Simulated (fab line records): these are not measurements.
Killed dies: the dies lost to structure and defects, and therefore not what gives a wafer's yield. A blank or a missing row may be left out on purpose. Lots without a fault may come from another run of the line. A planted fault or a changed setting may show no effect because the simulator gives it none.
Shared-tool check ; flow n5 finfet ; Lots sampled 12, wafers sampled 30

== WHY IT WAS OPENED ==
N5_BEOL_M8_OVL_MEAS_29, reading V7_OVL: flagged on 2 of 12 lots. No-fault wafers: -0.1 nm, standard deviation 0.63.
Rule: a lot is flagged when every wafer of it that has a number lies more than 4 standard deviations from that mean, or none has a number. As for the other lots, they are considered sound.

lot;measured;on;V7_OVL (nm), wafer by wafer;flag
L807;day 9 20:28;overlay-01;0.0 0.3;
L809;day 9 21:25;overlay-01;-0.3 0.7;
L810;day 10 11:31;overlay-02;-0.9 -0.4 -0.3;
L811;day 10 17:20;overlay-02;0.7 0.2 0.3;
L814;day 11 06:20;overlay-02;-1.6 -0.9;
L815;day 11 20:34;overlay-02;0.2 -0.5;
L819;day 12 07:27;overlay-01;-0.3 -0.2 -0.2;
L821;day 12 15:04;overlay-01;11.6 12.4 12.0;FLAGGED
L823;day 13 23:52;overlay-02;10.7 12.4 11.7;FLAGGED
L827;day 14 21:55;overlay-02;-0.1 0.4;
L828;day 14 23:44;overlay-02;0.6 0.5;
L830;day 15 08:32;overlay-01;-0.1 -0.1 -0.7;
The mean of the flagged lots' numbers is 11.8 nm, +11.9 nm from the usual (+19 standard deviations).

== WHICH TOOL RAN EACH LOT ==
2 process steps preceding the reading are held in the record, out of 1938 steps in the route. Read each cell as the tool, then ch plus the chambers that the sampled wafers visited, then the start.
lot;flag;N5_BEOL_M8_STRIP_67;N5_BEOL_M8_EXPOSE_25
L807;;rie diel-02 ch 0,3, day 9 17:38;euv scanner-02 ch 0, day 9 20:18
L809;;rie diel-02 ch 0,2, day 9 17:53;euv scanner-01 ch 0, day 9 21:16
L810;;rie diel-06 ch 0,3, day 10 10:42;euv scanner-02 ch 0, day 10 11:21
L811;;rie diel-06 ch 0,2,3, day 10 14:37;euv scanner-02 ch 0, day 10 17:10
L814;;rie diel-06 ch 0,3, day 11 05:33;euv scanner-02 ch 0, day 11 06:11
L815;;rie diel-03 ch 1,2, day 11 19:46;euv scanner-01 ch 0, day 11 20:24
L819;;rie diel-03 ch 0,2,3, day 12 06:46;euv scanner-01 ch 0, day 12 07:17
L821;FLAGGED;rie diel-02 ch 0,1,2, day 12 13:06;euv scanner-02 ch 0, day 12 14:54
L823;FLAGGED;rie diel-02 ch 0,2,3, day 13 22:02;euv scanner-02 ch 0, day 13 23:43
L827;;rie diel-06 ch 1, day 14 20:46;euv scanner-01 ch 0, day 14 21:46
L828;;rie diel-06 ch 2, day 14 22:06;euv scanner-01 ch 0, day 14 23:35
L830;;rie diel-06 ch 1,2,3, day 15 05:47;euv scanner-01 ch 0, day 15 08:22
What these steps do:
- N5_BEOL_M8_STRIP_67: strips in CF4.
- N5_BEOL_M8_EXPOSE_25: exposes mask V7, target cd 40 nm.
- N5_BEOL_M8_OVL_MEAS_29

== FLAGGED OVER TOTAL, TOOL BY TOOL (the gauges that took the reading come last) ==
step;tool;lots run;flagged;share of the flagged lots;sound lots run after its first flagged lot
N5_BEOL_M8_STRIP_67;rie diel-02;4;2;all;0
N5_BEOL_M8_STRIP_67;rie diel-03;2;0;none;-
N5_BEOL_M8_STRIP_67;rie diel-06;6;0;none;-
N5_BEOL_M8_EXPOSE_25;euv scanner-01;6;0;none;-
N5_BEOL_M8_EXPOSE_25;euv scanner-02;6;2;all;0
N5_BEOL_M8_OVL_MEAS_29;overlay-01;5;1;some;1 (L830)
N5_BEOL_M8_OVL_MEAS_29;overlay-02;7;1;some;2 (L827,L828)

== WHAT THE TABLE PERMITS ==
Table rows that saw every flagged lot: 2, namely rie diel-02 at N5_BEOL_M8_STRIP_67 and euv scanner-02 at N5_BEOL_M8_EXPOSE_25.
- rie diel-02 at N5_BEOL_M8_STRIP_67 ran 4 lots, 2 of them flagged. It ran its last sound lot, L809, at day 9 17:53 and its first flagged lot, L821, at day 12 13:06: a fault with its onset between the two fits.
- euv scanner-02 at N5_BEOL_M8_EXPOSE_25 ran 6 lots, 2 of them flagged. It ran its last sound lot, L814, at day 11 06:11 and its first flagged lot, L821, at day 12 14:54: a fault with its onset between the two fits.
A lot count leaves these 2 tools indistinguishable: every one of them fits a fault beginning at some hour. More lots, or a look at what each step does to the wafer, might.

== WHAT THE SIMULATOR HAD PUT IN ==
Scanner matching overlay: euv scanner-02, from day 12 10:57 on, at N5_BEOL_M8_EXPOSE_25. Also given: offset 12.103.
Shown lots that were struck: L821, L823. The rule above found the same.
